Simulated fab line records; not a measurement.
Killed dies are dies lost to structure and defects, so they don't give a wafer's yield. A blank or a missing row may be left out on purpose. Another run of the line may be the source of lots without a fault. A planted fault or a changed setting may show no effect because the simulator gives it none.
Split-lot study + flow n5_finfet + 7 lots, 21 wafers read, on a route of 1938 steps

ON THE SPLIT
At N5_GATE_CUT_DESCUM_18 (chemistry O2, time 7 s), the setting time_s was moved away from the recipe's 7 s on 7 of the 21 wafers read, by -11.8% to +20.3%. This setting was run at the recipe's value on the other wafers.

Between the split and the reading, the file records no step.

THE READING
CAR-EUV_of_GATE_CUT_COAT_07.thk_nm (the simulator's own value, which no gauge read), in nm, at N5_GATE_CUT_ETCH_28 (etches underlayer in N2/H2, target depth 13 nm, time 10.4 s). The file gives no usual value for it. The 14 wafers here that ran the recipe average 14.7 nm, standard deviation 0.12 nm.

| wafer  | tool, chamber at the split | time_s as run, s | against the recipe | CAR-EUV_of_GATE_CUT_COAT_07.thk_nm, nm | against lot-mates on the recipe |
|--------|----------------------------|------------------|--------------------|----------------------------------------|---------------------------------|
| L074.1 | rie_diel-03, 1,3,1         | 8.386            | +19.8%             | 14                                     | no lot-mate on the recipe       |
| L074.4 | rie_diel-03, 1,3,1         | 8.386            | +19.8%             | 14                                     | no lot-mate on the recipe       |
| L074.5 | rie_diel-03, 1,3,1         | 8.386            | +19.8%             | 14                                     | no lot-mate on the recipe       |
| L077.1 | rie_diel-03, 3,0,2         | 7                | recipe             | 14.4                                   | -                               |
| L077.3 | rie_diel-03, 3,0,2         | 7                | recipe             | 14.6                                   | -                               |
| L077.5 | rie_diel-03, 3,0,2         | 7                | recipe             | 14.6                                   | -                               |
| L079.2 | rie_diel-03, 0,1           | 7                | recipe             | 14.6                                   | -                               |
| L079.4 | rie_diel-03, 0,1           | 7                | recipe             | 14.6                                   | -                               |
| L079.6 | rie_diel-03, 0             | 7                | recipe             | 14.8                                   | -                               |
| L080.2 | rie_diel-01, 2             | 6.213            | -11.2%             | 15.2                                   | +0.4                            |
| L080.5 | rie_diel-01, 1             | 6.213            | -11.2%             | 15.2                                   | +0.4                            |
| L080.4 | rie_diel-01, 1             | 7                | recipe             | 14.8                                   | -                               |
| L083.1 | rie_diel-01, 0             | 8.418            | +20.3%             | 13.8                                   | -0.9                            |
| L083.4 | rie_diel-01, 2,0           | 7                | recipe             | 14.8                                   | -                               |
| L083.6 | rie_diel-01, 2,0           | 7                | recipe             | 14.6                                   | -                               |
| L094.1 | rie_diel-01, 2,1           | 7                | recipe             | 14.8                                   | -                               |
| L094.6 | rie_diel-01, 2,1           | 7                | recipe             | 14.8                                   | -                               |
| L094.3 | rie_diel-01, 1             | 6.175            | -11.8%             | 15.2                                   | +0.4                            |
| L095.2 | rie_diel-05, 2             | 7                | recipe             | 14.6                                   | -                               |
| L095.3 | rie_diel-05, 0             | 7                | recipe             | 14.6                                   | -                               |
| L095.5 | rie_diel-05, 0             | 7                | recipe             | 14.6                                   | -                               |
When a row names more than one chamber, that row covers several wafers, and the file does not tell which wafer ran in which chamber.

FIT RESULTS
A straight line over all 21 wafers: CAR-EUV_of_GATE_CUT_COAT_07.thk_nm changes by -0.0385 nm for each +1% of time_s; r = -0.96; the points scatter about the line by 0.12 nm.
The same after taking each lot's own level away (the mean of its wafers on the recipe; 18 wafers): -0.0401 nm for each +1%; r = -0.97; scatter 0.074 nm.
The reading moves by 0.81 nm for the largest change in time_s, on that fit.
From 14.53 to 14.80 nm: that is the span of the lots' own levels, equal to 2.3 times the standard deviation above.
Consequently the slope shifts little with the lot-to-lot level, the two slopes agreeing.
Check: with one of the wafers moved furthest among these (+20.3%) left out of the fit, the line predicts -0.709 nm for it against its lot-mates. Against them it came out at -0.9 nm.

ADDITIONAL SPLITS CARRIED BY THESE WAFERS
Other splits were also applied to these wafers ahead of the reading. Each is held against what the fit with the lots' levels taken away leaves over:
| other split on the same wafers | wafers away from the commonest value | r with CAR-EUV_of_GATE_CUT_COAT_07.thk_nm (lot level and that fit taken away) |
|--------------------------------|--------------------------------------|-------------------------------------------------------------------------------|
| N5_SD_EPI_N_DESCUM_14 time_s   | 6                                    | +0.09                                                                         |
| N5_SDB_COAT_05 spin_rpm        | 8                                    | +0.09                                                                         |
| N5_SDB_EXPOSE_08 dose_mj       | 8                                    | -0.04                                                                         |
| N5_HKMG_FIN_COAT_43 spin_rpm   | 6                                    | +0.04                                                                         |
| N5_GATE_CUT_COAT_35 spin_rpm   | 7                                    | -0.10                                                                         |

THE WHOLE CHAIN: every reading that the file lists as answering this split, in the file's order
| step                  | what it does                                                | reading                                                                             | change (the file's fit)                | r (the file's) |
|-----------------------|-------------------------------------------------------------|-------------------------------------------------------------------------------------|----------------------------------------|----------------|
| N5_GATE_CUT_DESCUM_18 | chemistry O2, time 7 s                                      | CAR-EUV_of_GATE_CUT_COAT_07.thk_nm (the simulator's own value, which no gauge read) | -0.0453 nm for each +1% of the setting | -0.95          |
| N5_GATE_CUT_ETCH_28   | etches underlayer in N2/H2, target depth 13 nm, time 10.4 s | CAR-EUV_of_GATE_CUT_COAT_07.thk_nm (the simulator's own value, which no gauge read) | -0.0406 nm for each +1% of the setting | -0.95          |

FILE'S OWN FIT
CAR-EUV_of_GATE_CUT_COAT_07.thk_nm changes by -0.0406 nm for each +1% of time_s, r = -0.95.
